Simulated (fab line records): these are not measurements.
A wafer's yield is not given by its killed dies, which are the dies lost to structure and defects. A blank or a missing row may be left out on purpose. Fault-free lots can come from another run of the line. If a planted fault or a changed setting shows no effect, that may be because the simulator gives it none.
Split-lot experiment / flow n5-finfet / route with 1938 steps; 7 lots, 39 wafers read

ABOUT THE SPLIT
At N5_BEOL_M7_ILD_DEP_00 (deposits SiCOH lowk from DEMS/porogen, target thk 179.75 nm, time 33.4 s), the setting target-thk-a was moved away from the recipe's 1797.5 angstrom on 12 of the 39 wafers read, by -50.8% to +38.6%. All remaining wafers had this setting at the recipe value.

FROM THE SPLIT ON TO THE READING: in between, the file shows 1 step
- N5_BEOL_M7_CURE_74: cures SiCOH lowk, time 240 s

THE READING
Values of M7_ILD_THK in nm from N5_BEOL_M7_THK_MEAS_01. A value of 155.0 nm with a standard deviation of 1.8 nm is what fault-free wafers of this fab line usually give.

wafer=L076.1; tool, chamber at the split=pecvd-01, 2; target-thk-a as run, angstrom=1797.5; against the recipe=recipe; M7_ILD_THK, nm=151.0; against lot-mates on the recipe=-
wafer=L076.2; tool, chamber at the split=pecvd-01, 0; target-thk-a as run, angstrom=1797.5; against the recipe=recipe; M7_ILD_THK, nm=151.8; against lot-mates on the recipe=-
wafer=L076.3; tool, chamber at the split=pecvd-01, 1; target-thk-a as run, angstrom=1797.5; against the recipe=recipe; M7_ILD_THK, nm=152.7; against lot-mates on the recipe=-
wafer=L076.4; tool, chamber at the split=pecvd-01, 0; target-thk-a as run, angstrom=1797.5; against the recipe=recipe; M7_ILD_THK, nm=153.5; against lot-mates on the recipe=-
wafer=L076.5; tool, chamber at the split=pecvd-01, 1; target-thk-a as run, angstrom=1797.5; against the recipe=recipe; M7_ILD_THK, nm=153.9; against lot-mates on the recipe=-
wafer=L076.6; tool, chamber at the split=pecvd-01, 2; target-thk-a as run, angstrom=1797.5; against the recipe=recipe; M7_ILD_THK, nm=155.3; against lot-mates on the recipe=-
wafer=L080.1; tool, chamber at the split=pecvd-03, 1; target-thk-a as run, angstrom=883.8; against the recipe=-50.8%; M7_ILD_THK, nm=74.3; against lot-mates on the recipe=-81.9
wafer=L080.2; tool, chamber at the split=pecvd-03, 2; target-thk-a as run, angstrom=883.8; against the recipe=-50.8%; M7_ILD_THK, nm=74.6; against lot-mates on the recipe=-81.6
wafer=L080.3; tool, chamber at the split=pecvd-03, 0; target-thk-a as run, angstrom=1797.5; against the recipe=recipe; M7_ILD_THK, nm=155.0; against lot-mates on the recipe=-
wafer=L080.4; tool, chamber at the split=pecvd-03, 2; target-thk-a as run, angstrom=883.8; against the recipe=-50.8%; M7_ILD_THK, nm=75.9; against lot-mates on the recipe=-80.3
wafer=L080.5; tool, chamber at the split=pecvd-03, 0; target-thk-a as run, angstrom=1797.5; against the recipe=recipe; M7_ILD_THK, nm=157.9; against lot-mates on the recipe=-
wafer=L080.6; tool, chamber at the split=pecvd-03, 1; target-thk-a as run, angstrom=1797.5; against the recipe=recipe; M7_ILD_THK, nm=155.7; against lot-mates on the recipe=-
wafer=L082.1; tool, chamber at the split=pecvd-03, 2; target-thk-a as run, angstrom=1056; against the recipe=-41.3%; M7_ILD_THK, nm=90.4; against lot-mates on the recipe=-66.5
wafer=L082.2; tool, chamber at the split=pecvd-03, 0; target-thk-a as run, angstrom=1797.5; against the recipe=recipe; M7_ILD_THK, nm=155.7; against lot-mates on the recipe=-
wafer=L082.3; tool, chamber at the split=pecvd-03, 0; target-thk-a as run, angstrom=1797.5; against the recipe=recipe; M7_ILD_THK, nm=157.8; against lot-mates on the recipe=-
wafer=L082.4; tool, chamber at the split=pecvd-03, 2; target-thk-a as run, angstrom=1056; against the recipe=-41.3%; M7_ILD_THK, nm=91.1; against lot-mates on the recipe=-65.8
wafer=L082.5; tool, chamber at the split=pecvd-03, 2; target-thk-a as run, angstrom=1056; against the recipe=-41.3%; M7_ILD_THK, nm=91.1; against lot-mates on the recipe=-65.8
wafer=L082.6; tool, chamber at the split=pecvd-03, 0; target-thk-a as run, angstrom=1797.5; against the recipe=recipe; M7_ILD_THK, nm=157.3; against lot-mates on the recipe=-
wafer=L085.2; tool, chamber at the split=pecvd-04, 1; target-thk-a as run, angstrom=1797.5; against the recipe=recipe; M7_ILD_THK, nm=154.3; against lot-mates on the recipe=-
wafer=L085.4; tool, chamber at the split=pecvd-04, 2; target-thk-a as run, angstrom=1797.5; against the recipe=recipe; M7_ILD_THK, nm=156.4; against lot-mates on the recipe=-
wafer=L085.5; tool, chamber at the split=pecvd-04, 0; target-thk-a as run, angstrom=1797.5; against the recipe=recipe; M7_ILD_THK, nm=157.2; against lot-mates on the recipe=-
wafer=L088.1; tool, chamber at the split=pecvd-03, 2; target-thk-a as run, angstrom=2492; against the recipe=+38.6%; M7_ILD_THK, nm=210.4; against lot-mates on the recipe=+56.0
wafer=L088.2; tool, chamber at the split=pecvd-03, 0,2; target-thk-a as run, angstrom=1797.5; against the recipe=recipe; M7_ILD_THK, nm=153.6; against lot-mates on the recipe=-
wafer=L088.3; tool, chamber at the split=pecvd-03, 0; target-thk-a as run, angstrom=1797.5; against the recipe=recipe; M7_ILD_THK, nm=156.0; against lot-mates on the recipe=-
wafer=L088.4; tool, chamber at the split=pecvd-03, 2; target-thk-a as run, angstrom=2492; against the recipe=+38.6%; M7_ILD_THK, nm=215.7; against lot-mates on the recipe=+61.3
wafer=L088.5; tool, chamber at the split=pecvd-03, 0; target-thk-a as run, angstrom=2492; against the recipe=+38.6%; M7_ILD_THK, nm=217.7; against lot-mates on the recipe=+63.3
wafer=L088.6; tool, chamber at the split=pecvd-03, 0,2; target-thk-a as run, angstrom=1797.5; against the recipe=recipe; M7_ILD_THK, nm=153.6; against lot-mates on the recipe=-
wafer=L091.1; tool, chamber at the split=pecvd-03, 2; target-thk-a as run, angstrom=1797.5; against the recipe=recipe; M7_ILD_THK, nm=153.0; against lot-mates on the recipe=-
wafer=L091.2; tool, chamber at the split=pecvd-03, 0; target-thk-a as run, angstrom=1797.5; against the recipe=recipe; M7_ILD_THK, nm=153.3; against lot-mates on the recipe=-
wafer=L091.3; tool, chamber at the split=pecvd-03, 1; target-thk-a as run, angstrom=1797.5; against the recipe=recipe; M7_ILD_THK, nm=151.9; against lot-mates on the recipe=-
wafer=L091.4; tool, chamber at the split=pecvd-03, 2; target-thk-a as run, angstrom=1797.5; against the recipe=recipe; M7_ILD_THK, nm=154.5; against lot-mates on the recipe=-
wafer=L091.5; tool, chamber at the split=pecvd-03, 0,1; target-thk-a as run, angstrom=1797.5; against the recipe=recipe; M7_ILD_THK, nm=154.7; against lot-mates on the recipe=-
wafer=L091.6; tool, chamber at the split=pecvd-03, 0,1; target-thk-a as run, angstrom=1797.5; against the recipe=recipe; M7_ILD_THK, nm=154.9; against lot-mates on the recipe=-
wafer=L097.1; tool, chamber at the split=pecvd-03, 0; target-thk-a as run, angstrom=1797.5; against the recipe=recipe; M7_ILD_THK, nm=156.2; against lot-mates on the recipe=-
wafer=L097.2; tool, chamber at the split=pecvd-03, 1; target-thk-a as run, angstrom=1089; against the recipe=-39.4%; M7_ILD_THK, nm=94.7; against lot-mates on the recipe=-61.1
wafer=L097.3; tool, chamber at the split=pecvd-03, 2; target-thk-a as run, angstrom=1797.5; against the recipe=recipe; M7_ILD_THK, nm=154.9; against lot-mates on the recipe=-
wafer=L097.4; tool, chamber at the split=pecvd-03, 2; target-thk-a as run, angstrom=1797.5; against the recipe=recipe; M7_ILD_THK, nm=156.4; against lot-mates on the recipe=-
wafer=L097.5; tool, chamber at the split=pecvd-03, 1; target-thk-a as run, angstrom=1089; against the recipe=-39.4%; M7_ILD_THK, nm=94.0; against lot-mates on the recipe=-61.8
wafer=L097.6; tool, chamber at the split=pecvd-03, 0; target-thk-a as run, angstrom=1089; against the recipe=-39.4%; M7_ILD_THK, nm=95.5; against lot-mates on the recipe=-60.3
Rows listing several chambers each stand for several wafers; the file does not say which wafer went through which chamber.

THE FIT
A straight line over all 39 wafers: M7_ILD_THK changes by +1.55 nm for each +1% of target-thk-a; r = +1.00; the points scatter about the line by 1.8 nm.
The same after taking each lot's own level away (the mean of its wafers on the recipe; 39 wafers): +1.58 nm for each +1%; r = +1.00; scatter 1.4 nm.
On that fit, the largest move of target-thk-a shifts the reading by 80 nm.
Measured against the standard deviation above, the lots' own levels, which go from 153.03 to 156.93 nm, span 2.2 times it.
The two slopes agree, so the slope changes little with the lot-to-lot level.
Check: -80.2 nm against its lot-mates is what the line predicts for one of the wafers moved furthest among these (-50.8%) when that wafer is left out of the fit. Against them it came out at -81.9 nm.

FURTHER SPLITS ON THESE WAFERS
These wafers also went through other splits before the reading. Each is held against what the fit with the lots' levels taken away leaves over:
other split on the same wafers=N5_BEOL_M1_TRENCH_ETCH_37 target-depth-a; wafers away from the commonest value=9; r with M7_ILD_THK (lot level and that fit taken away)=-0.10
other split on the same wafers=N5_BEOL_M4_DESCUM_16 time-s; wafers away from the commonest value=18; r with M7_ILD_THK (lot level and that fit taken away)=-0.05

THE WHOLE CHAIN: every reading that the file lists as answering this split, in the file's order
step=N5_BEOL_M7_ILD_DEP_00; what it does=deposits SiCOH lowk from DEMS/porogen, target thk 179.75 nm, time 33.4 s; reading=SiCOH_lowk_of_BEOL_M7_ILD_DEP_00.thk-nm (the simulator's own value, which no gauge read); change (the file's fit)=+1.82 nm for each +1% of the setting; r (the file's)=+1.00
step=N5_BEOL_M7_CURE_74; what it does=cures SiCOH lowk, time 240 s; reading=SiCOH_lowk_of_BEOL_M7_ILD_DEP_00.thk-nm (the simulator's own value, which no gauge read); change (the file's fit)=+1.58 nm for each +1% of the setting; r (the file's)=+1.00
step=N5_BEOL_M7_THK_MEAS_01; what it does=; reading=M7_ILD_THK; change (the file's fit)=+1.58 for each +1% of the setting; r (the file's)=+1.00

FILE'S OWN FIT
M7_ILD_THK changes by +1.58 nm for each +1% of target-thk-a, r = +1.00.
